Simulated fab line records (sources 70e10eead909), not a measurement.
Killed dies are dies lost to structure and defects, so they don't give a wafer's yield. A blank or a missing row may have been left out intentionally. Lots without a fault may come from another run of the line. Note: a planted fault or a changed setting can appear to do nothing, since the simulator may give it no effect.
What tool caused it? ; flow nand harc ; 15 lots, 42 wafers sampled, at 6 steps of a route of 1159

== WHAT THE GAUGES READ, wafer by wafer ==
NHARC_A_ONON_D1_THK_MEAS_08: measures by ellipsometry. Usual: thk nm reads 1000 nm (standard deviation 11).
lot;measured;on;thk nm (nm);flag
L912;day 7 18:41;film metro-02;1013 1014 1014;
L911;day 7 18:55;film metro-02;1010 1010 1008;
L913;day 8 07:20;film metro-02;1012 1014 1012;
L914;day 8 07:20;film metro-01;1004 1007 1006;
L915;day 8 07:22;film metro-02;1007 1011 1007;
L916;day 8 17:08;film metro-01;990 990 988;
L924;day 10 19:40;film metro-02;1011 1010;
L923;day 10 19:40;film metro-01;1008 1008;
L926;day 11 08:56;film metro-02;986 984;
L928;day 11 16:17;film metro-01;996 995 995;
L927;day 11 16:18;film metro-02;986 987 987;
L931;day 12 15:47;film metro-01;981 981 983;
L933;day 12 21:16;film metro-01;994 993 994;
L932;day 12 21:17;film metro-01;1011 1011 1009;
L934;day 13 09:44;film metro-01;986 986 986;

NHARC_A_ONON_D1_THK_MEAS_27: measures by ellipsometry. Usual: thk nm reads 1002 nm (standard deviation 9.8).
lot;measured;on;thk nm (nm);flag
L912;day 8 04:29;film metro-01;1000 1000 1001;
L911;day 8 04:31;film metro-02;994 996 996;
L913;day 8 17:22;film metro-02;997 998 997;
L914;day 8 17:20;film metro-02;1009 1010 1011;
L915;day 8 17:29;film metro-01;989 993 992;
L916;day 9 03:05;film metro-01;1009 1004 1008;
L924;day 11 05:32;film metro-02;1473 1474;OFF
L923;day 11 05:55;film metro-01;1463 1462;OFF
L926;day 11 18:59;film metro-02;1010 1477;OFF
L928;day 12 02:11;film metro-01;1005 1004 1003;
L927;day 12 02:11;film metro-02;1002 1003 1003;
L931;day 12 23:20;film metro-02;1000 1001 1001;
L933;day 13 08:20;film metro-02;1010 1013 1012;
L932;day 13 08:39;film metro-01;1004 1005 1005;
L934;day 13 19:41;film metro-02;1010 1011 1009;

NHARC_END_SORT_01. Usual: killed at array 26, standard deviation 9.6; killed at other 0.7, standard deviation 0.92; killed at periphery 3.8, standard deviation 2.7; killed dies 31, standard deviation 10; killed open 3.3, standard deviation 1.7; killed short 1.8, standard deviation 1.3.
lot;measured;on;killed at array;killed at other;killed at periphery;killed dies;killed open;killed short;flag
L912;day 19 12:09;prober-01;32 24 25;0 1 0;7 5 7;39 30 32;5 3 6;3 2 2;
L924;day 22 04:07;prober-01;675 676;0 0;2 1;677 677;4 5;3 4;OFF
L923;day 22 04:11;prober-02;669 675;0 0;8 2;677 677;5 4;2 1;OFF
L926;day 23 08:05;prober-01;39 672;2 2;5 3;46 677;3 3;3 3;OFF
L927;day 23 16:44;prober-02;16 17 11;0 0 0;1 2 0;17 19 11;1 1 3;3 4 0;

== EACH LOT AND THE TOOL THAT RAN IT (in order: tool; ch and the chambers of the sampled wafers; start) ==
lot;NHARC_A_ONON_D1_DEP_25;NHARC_A_ONON_D1_DEP_33;NHARC_A_CHANNEL_HOLE_D1_DEP_01
L912;pecvd onon-04 ch 0, day 8 03:58;pecvd-03 ch 1,2, day 8 05:07;pecvd-04 ch 0,1, day 8 10:01
L911;pecvd onon-02 ch 0, day 8 03:59;pecvd-02 ch 1,2, day 8 05:22;pecvd-04 ch 0,1,2, day 8 11:53
L913;pecvd onon-02 ch 0, day 8 16:52;pecvd-03 ch 0,2, day 8 18:03;pecvd-04 ch 0,1, day 8 21:40
L914;pecvd onon-03 ch 0, day 8 16:49;pecvd-04 ch 0,1,2, day 8 17:59;pecvd-04 ch 0,2, day 8 21:29
L915;pecvd onon-04 ch 0, day 8 16:58;pecvd-02 ch 0,1,2, day 8 18:07;pecvd-01 ch 0,1,2, day 8 23:22
L916;pecvd onon-04 ch 0, day 9 02:38;pecvd-02 ch 0,1,2, day 9 03:51;pecvd-02 ch 0,1,2, day 9 06:20
L924;pecvd onon-02 ch 0, day 11 05:13;pecvd-02 ch 0,1, day 11 06:19;-
L923;pecvd onon-02 ch 0, day 11 05:35;pecvd-02 ch 1,2, day 11 06:52;-
L926;pecvd onon-02 ch 0, day 11 18:34;pecvd-04 ch 1, day 11 19:42;pecvd-04 ch 0, day 11 23:11
L928;pecvd onon-03 ch 0, day 12 01:40;pecvd-04 ch 0,1,2, day 12 02:48;pecvd-02 ch 0,1,2, day 12 05:16
L927;pecvd onon-04 ch 0, day 12 01:40;pecvd-04 ch 0,2, day 12 03:07;pecvd-04 ch 0,2, day 12 05:34
L931;pecvd onon-04 ch 0, day 12 22:56;pecvd-02 ch 0,2, day 13 00:06;pecvd-04 ch 0,2, day 13 04:02
L933;pecvd onon-03 ch 0, day 13 07:49;pecvd-02 ch 0,2, day 13 09:29;pecvd-02 ch 0,1,2, day 13 12:01
L932;pecvd onon-04 ch 0, day 13 08:08;pecvd-04 ch 0,1,2, day 13 09:44;pecvd-04 ch 0,1,2, day 13 13:53
L934;pecvd onon-03 ch 0, day 13 19:11;pecvd-02 ch 0,2, day 13 20:19;pecvd-02 ch 0,2, day 13 23:31
- NHARC_A_ONON_D1_DEP_25: target thk 1000 nm.
- NHARC_A_ONON_D1_DEP_33: deposits SiO2, target thk 200 nm.
- NHARC_A_CHANNEL_HOLE_D1_DEP_01: deposits SiON, target thk 140 nm.

== WHAT THE TOOLS THEMSELVES READ (means of the sampled wafers that have a number; where no wafer has one, the mark that the record gives instead) ==
NHARC_A_ONON_D1_DEP_33. Usual: heater power outer w 322 W, standard deviation 52; heater power w 568 W, standard deviation 74; throttle valve pct 15.9 %, standard deviation 0.6.
lot;tool;heater power outer w (W);heater power w (W);throttle valve pct (%);flag
L912;pecvd-03;304;570;16.1;
L911;pecvd-02;276;479;15.8;
L913;pecvd-03;318;591;16.1;
L914;pecvd-04;341;600;16.2;
L915;pecvd-02;331;587;15.9;
L916;pecvd-02;315;572;16.0;
L924;pecvd-02;324;614;16.4;
L923;pecvd-02;248;462;15.8;
L926;pecvd-04;288;570;15.6;
L928;pecvd-04;326;547;15.6;
L927;pecvd-04;359;576;15.4;
L931;pecvd-02;309;513;15.7;
L933;pecvd-02;308;508;15.8;
L932;pecvd-04;343;583;15.7;
L934;pecvd-02;373;612;16.0;

NHARC_A_CHANNEL_HOLE_D1_DEP_01. Usual: heater power outer w 485 W, standard deviation 60; heater power w 781 W, standard deviation 76.
lot;tool;heater power outer w (W);heater power w (W);flag
L912;pecvd-04;479;798;
L911;pecvd-04;490;786;
L913;pecvd-04;425;738;
L914;pecvd-04;498;749;
L915;pecvd-01;535;862;
L916;pecvd-02;447;733;
L926;pecvd-04;499;766;
L928;pecvd-02;464;770;
L927;pecvd-04;527;794;
L931;pecvd-04;557;832;
L933;pecvd-02;446;733;
L932;pecvd-04;484;762;
L934;pecvd-02;471;772;

== THE ANSWER, worked out from the rows above alone ==
Rule: lot off if the mean of its wafers having a number is beyond 3 standard deviations from the usual mean. A lot without any number at a reading at which 4 lots or more have one is off too. Where the step has rows for the other lots, those lots are counted as sound. After the gauges, taken in route order, come the tools' own readings; for these a lot's mean is taken, as printed above. The first step at which some lot is off is used, and at that step the reading that is off furthest; a lot without a number counts as furthest.
Off: L924, L923, L926, at NHARC_A_ONON_D1_THK_MEAS_27 (thk nm).
If a tool, at a process step before that reading, ran all the lots that are off and no sound lot after the first of them, it fits. The gauges at NHARC_A_ONON_D1_THK_MEAS_27 aren't tried: what is off there is off at NHARC_END_SORT_01 too, on other tools, and a gauge's error can't cause that. One fits: NHARC_A_ONON_D1_DEP_25 on pecvd onon-02. Its last sound lot is L913 (day 8 16:52), its first lot that is off L924 (day 11 05:13): a fault that began between those two fits.

== WHAT WAS PUT IN BY THE SIMULATOR ==
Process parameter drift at NHARC_A_ONON_D1_DEP_25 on pecvd onon-02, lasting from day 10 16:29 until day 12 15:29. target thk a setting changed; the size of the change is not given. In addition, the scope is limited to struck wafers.
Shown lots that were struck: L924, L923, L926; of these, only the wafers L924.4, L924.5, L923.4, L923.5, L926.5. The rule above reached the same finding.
